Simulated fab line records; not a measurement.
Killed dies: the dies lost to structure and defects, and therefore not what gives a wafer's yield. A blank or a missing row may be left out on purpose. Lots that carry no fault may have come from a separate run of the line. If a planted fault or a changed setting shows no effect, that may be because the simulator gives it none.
Chamber matching :: flow n5_finfet :: N5_BEOL_M8_DEP_56 on pecvd-02: 3 sister chambers
The step deposits SiCN from 3MS/NH3, target thk 10 nm, time 17.5 s. 18 wafers are shown with their chamber, then 9 later ones without.

WAFERS PAIRED WITH THEIR CHAMBERS
wafer: L076.3
chamber: 2
showerhead_vpp_V (V): 966
throttle_valve_pct (%): 8.8
showerhead_plenum_p_Torr (Torr): 3.653

wafer: L076.4
chamber: 0
showerhead_vpp_V (V): 910
throttle_valve_pct (%): 8.6
showerhead_plenum_p_Torr (Torr): 3.653

wafer: L076.6
chamber: 1
showerhead_vpp_V (V): 857
throttle_valve_pct (%): 9.1
showerhead_plenum_p_Torr (Torr): 3.669

wafer: L078.2
chamber: 1
showerhead_vpp_V (V): 842
throttle_valve_pct (%): 9.2
showerhead_plenum_p_Torr (Torr): 3.673

wafer: L078.4
chamber: 1
showerhead_vpp_V (V): 860
throttle_valve_pct (%): 9.4
showerhead_plenum_p_Torr (Torr): 3.673

wafer: L078.6
chamber: 0
showerhead_vpp_V (V): 934
throttle_valve_pct (%): 8.5
showerhead_plenum_p_Torr (Torr): 3.658

wafer: L079.1
chamber: 0
showerhead_vpp_V (V): 924
throttle_valve_pct (%): 8.5
showerhead_plenum_p_Torr (Torr): 3.653

wafer: L079.2
chamber: 1
showerhead_vpp_V (V): 847
throttle_valve_pct (%): 9.3
showerhead_plenum_p_Torr (Torr): 3.682

wafer: L079.4
chamber: 2
showerhead_vpp_V (V): 940
throttle_valve_pct (%): 8.8
showerhead_plenum_p_Torr (Torr): 3.657

wafer: L085.2
chamber: 2
showerhead_vpp_V (V): 945
throttle_valve_pct (%): 9.1
showerhead_plenum_p_Torr (Torr): 3.648

wafer: L085.4
chamber: 2
showerhead_vpp_V (V): 947
throttle_valve_pct (%): 9.0
showerhead_plenum_p_Torr (Torr): 3.656

wafer: L085.5
chamber: 1
showerhead_vpp_V (V): 833
throttle_valve_pct (%): 9.2
showerhead_plenum_p_Torr (Torr): 3.677

wafer: L088.2
chamber: 1
showerhead_vpp_V (V): 845
throttle_valve_pct (%): 9.0
showerhead_plenum_p_Torr (Torr): 3.668

wafer: L088.5
chamber: 0
showerhead_vpp_V (V): 929
throttle_valve_pct (%): 8.5
showerhead_plenum_p_Torr (Torr): 3.663

wafer: L088.6
chamber: 1
showerhead_vpp_V (V): 830
throttle_valve_pct (%): 9.4
showerhead_plenum_p_Torr (Torr): 3.668

wafer: L090.1
chamber: 1
showerhead_vpp_V (V): 854
throttle_valve_pct (%): 9.1
showerhead_plenum_p_Torr (Torr): 3.671

wafer: L090.3
chamber: 0
showerhead_vpp_V (V): 925
throttle_valve_pct (%): 8.3
showerhead_plenum_p_Torr (Torr): 3.661

wafer: L090.5
chamber: 0
showerhead_vpp_V (V): 916
throttle_valve_pct (%): 8.4
showerhead_plenum_p_Torr (Torr): 3.666

SIGNATURES, as means of the wafers listed above
reading: showerhead_vpp_V
chamber 0: 923.00
chamber 1: 846.00
chamber 2: 949.50
scatter within a chamber: 10.3

reading: throttle_valve_pct
chamber 0: 8.467
chamber 1: 9.213
chamber 2: 8.925
scatter within a chamber: 0.134

reading: showerhead_plenum_p_Torr
chamber 0: 3.65900
chamber 1: 3.67263
chamber 2: 3.65350
scatter within a chamber: 0.00488
Rule: a wafer's distance from a chamber is the root of the sum, over the readings, of the square of ((its reading less the chamber's mean) divided by the reading's scatter). If the next closest chamber is less than 2 further off than the closest, the wafer can't be placed; otherwise it belongs to the closest. How the scatter is found: for the shown wafers, subtract from each reading the mean of its chamber, square and add these, divide the total by (wafers less chambers), then take the root.

WAFERS MISSING THEIR CHAMBER
wafer: L093.2
showerhead_vpp_V (V): 901
throttle_valve_pct (%): 8.3
showerhead_plenum_p_Torr (Torr): 3.654

wafer: L093.5
showerhead_vpp_V (V): 962
throttle_valve_pct (%): 9.0
showerhead_plenum_p_Torr (Torr): 3.648

wafer: L093.6
showerhead_vpp_V (V): 903
throttle_valve_pct (%): 8.5
showerhead_plenum_p_Torr (Torr): 3.661

wafer: L095.1
showerhead_vpp_V (V): 855
throttle_valve_pct (%): 9.0
showerhead_plenum_p_Torr (Torr): 3.669

wafer: L095.3
showerhead_vpp_V (V): 962
throttle_valve_pct (%): 9.3
showerhead_plenum_p_Torr (Torr): 3.641

wafer: L095.4
showerhead_vpp_V (V): 906
throttle_valve_pct (%): 8.3
showerhead_plenum_p_Torr (Torr): 3.661

wafer: L097.1
showerhead_vpp_V (V): 965
throttle_valve_pct (%): 8.8
showerhead_plenum_p_Torr (Torr): 3.646

wafer: L097.5
showerhead_vpp_V (V): 845
throttle_valve_pct (%): 8.7
showerhead_plenum_p_Torr (Torr): 3.675

wafer: L097.6
showerhead_vpp_V (V): 954
throttle_valve_pct (%): 9.0
showerhead_plenum_p_Torr (Torr): 3.657

THE CHAMBER EACH PASSED THROUGH
wafer: L093.2
from the rows above: 0
in truth: 0

wafer: L093.5
from the rows above: 2
in truth: 2

wafer: L093.6
from the rows above: 0
in truth: 0

wafer: L095.1
from the rows above: 1
in truth: 1

wafer: L095.3
from the rows above: 2
in truth: 2

wafer: L095.4
from the rows above: 0
in truth: 0

wafer: L097.1
from the rows above: 2
in truth: 2

wafer: L097.5
from the rows above: 1
in truth: 1

wafer: L097.6
from the rows above: 2
in truth: 2
Correctly placed: 9 of 9. Number that these rows cannot place: 0. Placed wrongly: 0.
